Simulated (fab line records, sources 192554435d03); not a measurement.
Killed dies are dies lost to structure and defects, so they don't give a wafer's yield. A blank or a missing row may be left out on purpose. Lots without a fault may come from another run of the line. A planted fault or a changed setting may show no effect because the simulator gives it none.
Split-lot experiment | flow n5_finfet | 7 lots, 21 wafers read, on a route of 1938 steps

THE SPLIT
At N5_BEOL_M8_DESCUM_16 (chemistry O2, time 7.9 s), the setting time_s was moved away from the recipe's 7.9 s on 6 of the 21 wafers read, by -16.0% to +18.6%. The other wafers ran this setting at the recipe's value.

The reading is taken at the split's own step.

THE READING
CAR-ArF_of_BEOL_M8_COAT_05.thk_nm (the simulator's own value, which no gauge read), in nm, at N5_BEOL_M8_DESCUM_16 (chemistry O2, time 7.9 s). The file gives no usual value for it. The 15 wafers here that ran the recipe average 83.4 nm, standard deviation 0.24 nm.

wafer  | tool, chamber at the split | time_s as run, s | against the recipe | CAR-ArF_of_BEOL_M8_COAT_05.thk_nm, nm | against lot-mates on the recipe
L079.1 | rie_diel-04, 2             | 7.9              | recipe             | 83.4                                  | -
L079.3 | rie_diel-04, 0,1           | 9.366            | +18.6%             | 82.6                                  | -0.8
L079.5 | rie_diel-04, 0,1           | 9.366            | +18.6%             | 82.6                                  | -0.8
L078.1 | rie_diel-02, 3             | 8.582            | +8.6%              | 82.4                                  | -0.6
L078.5 | rie_diel-02, 1,0           | 7.9              | recipe             | 83                                    | -
L078.6 | rie_diel-02, 1,0           | 7.9              | recipe             | 83                                    | -
L085.1 | rie_diel-01, 0             | 7.9              | recipe             | 83.6                                  | -
L085.5 | rie_diel-01, 2             | 9.049            | +14.5%             | 83.2                                  | -0.4
L085.6 | rie_diel-01, 1             | 9.049            | +14.5%             | 82.8                                  | -0.8
L087.1 | rie_diel-01, 2             | 7.9              | recipe             | 83.2                                  | -
L087.5 | rie_diel-01, 0             | 7.9              | recipe             | 83                                    | -
L087.6 | rie_diel-01, 3             | 6.638            | -16.0%             | 83.8                                  | +0.7
L090.2 | rie_diel-01, 2             | 7.9              | recipe             | 83.4                                  | -
L090.4 | rie_diel-01, 3             | 7.9              | recipe             | 83.8                                  | -
L090.5 | rie_diel-01, 2             | 7.9              | recipe             | 83.6                                  | -
L092.2 | rie_diel-02, 1,0           | 7.9              | recipe             | 83.4                                  | -
L092.5 | rie_diel-02, 1,0           | 7.9              | recipe             | 83.4                                  | -
L092.6 | rie_diel-02, 3             | 7.9              | recipe             | 83.2                                  | -
L096.1 | rie_diel-04, 0,2           | 7.9              | recipe             | 83.6                                  | -
L096.4 | rie_diel-04, 0,2           | 7.9              | recipe             | 83.6                                  | -
L096.3 | rie_diel-04, 1             | 7.9              | recipe             | 83.4                                  | -
Where a row lists several chambers, the file gives one row for several wafers and doesn't say which wafer went through which chamber.

THE FIT
A straight line over all 21 wafers: CAR-ArF_of_BEOL_M8_COAT_05.thk_nm changes by -0.0367 nm for each +1% of time_s; r = -0.74; the points scatter about the line by 0.28 nm.
The same after taking each lot's own level away (the mean of its wafers on the recipe; 21 wafers): -0.0438 nm for each +1%; r = -0.95; scatter 0.12 nm.
On that fit, the largest move of time_s shifts the reading by 0.81 nm.
The lots' own levels span 83.00 to 83.60 nm, that is 2.5 times the standard deviation above.
So the lot-to-lot level blurs the effect unless lot-mates are compared.
Check: with one of the wafers moved furthest among these (+18.6%) left out of the fit, the line predicts -0.825 nm for it against its lot-mates. It came out at -0.8 nm against them.

OTHER SPLITS ON THESE WAFERS
These wafers also went through other splits before the reading. Each is held against what the fit with the lots' levels taken away leaves over:
other split on the same wafers     | wafers away from the commonest value | r with CAR-ArF_of_BEOL_M8_COAT_05.thk_nm (lot level and that fit taken away)
N5_BEOL_M7_TRENCH_ETCH_37 source_w | 7                                    | -0.05

THE FILE'S OWN FIT
CAR-ArF_of_BEOL_M8_COAT_05.thk_nm changes by -0.0451 nm for each +1% of time_s, r = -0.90.
